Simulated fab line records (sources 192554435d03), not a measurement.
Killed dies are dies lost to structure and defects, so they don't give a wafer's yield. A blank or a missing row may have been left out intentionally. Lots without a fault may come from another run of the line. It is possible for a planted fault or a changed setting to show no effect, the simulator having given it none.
Which tool was responsible? -- flow n5-finfet -- 10 lots (30 wafers sampled), 1 step of a 1938-step route

## WHAT EACH GAUGE READ, for each wafer
N5_BEOL_M10_CD_MEAS_35: target cd 70 nm.
lot,measured,on,cd-nm (nm)
L204,day 13 03:07,cd-sem-01,71.1 70.1 70.3
L205,day 13 07:45,cd-sem-03,69.9 69.6 69.0
L206,day 13 14:55,cd-sem-01,70.1 70.1 70.4
L207,day 14 00:26,cd-sem-01,69.7 70.1 70.3
L209,day 14 09:24,cd-sem-03,70.2 69.7 69.9
L210,day 14 11:23,cd-sem-02,70.0 69.7 70.3
L221,day 15 10:50,cd-sem-01,69.4 69.5 70.0
L219,day 16 12:14,cd-sem-03,69.4 70.5 69.9
L222,day 16 19:24,cd-sem-01,68.6 69.1 69.2
L208,day 18 00:25,cd-sem-03,69.9 70.4 70.7

## TOOL THAT RAN EACH LOT (tool first, then ch and the chambers of the sampled wafers, then the start)
There is no process step in the record ahead of these readings.

## THE ANSWER, worked out from the rows above alone
Rule: the usual values come from the lots themselves. Put in order of their means at a reading, lots are off if they are a third of the lots or fewer, leave a main group of 4 or more, and stand apart from it by a gap of 3 or more times the standard deviation of the main group's means; of several such gaps the widest counts. If all means in a main group match to the digits the tables above print for the reading, that group is not used. A lot without any number at a reading at which 4 lots or more have one is off too. Any other lot the step has rows for is counted as sound.
No lot is off on any of the readings shown, so nothing can be concluded from this.

## WHAT THE SIMULATOR HAD PUT IN
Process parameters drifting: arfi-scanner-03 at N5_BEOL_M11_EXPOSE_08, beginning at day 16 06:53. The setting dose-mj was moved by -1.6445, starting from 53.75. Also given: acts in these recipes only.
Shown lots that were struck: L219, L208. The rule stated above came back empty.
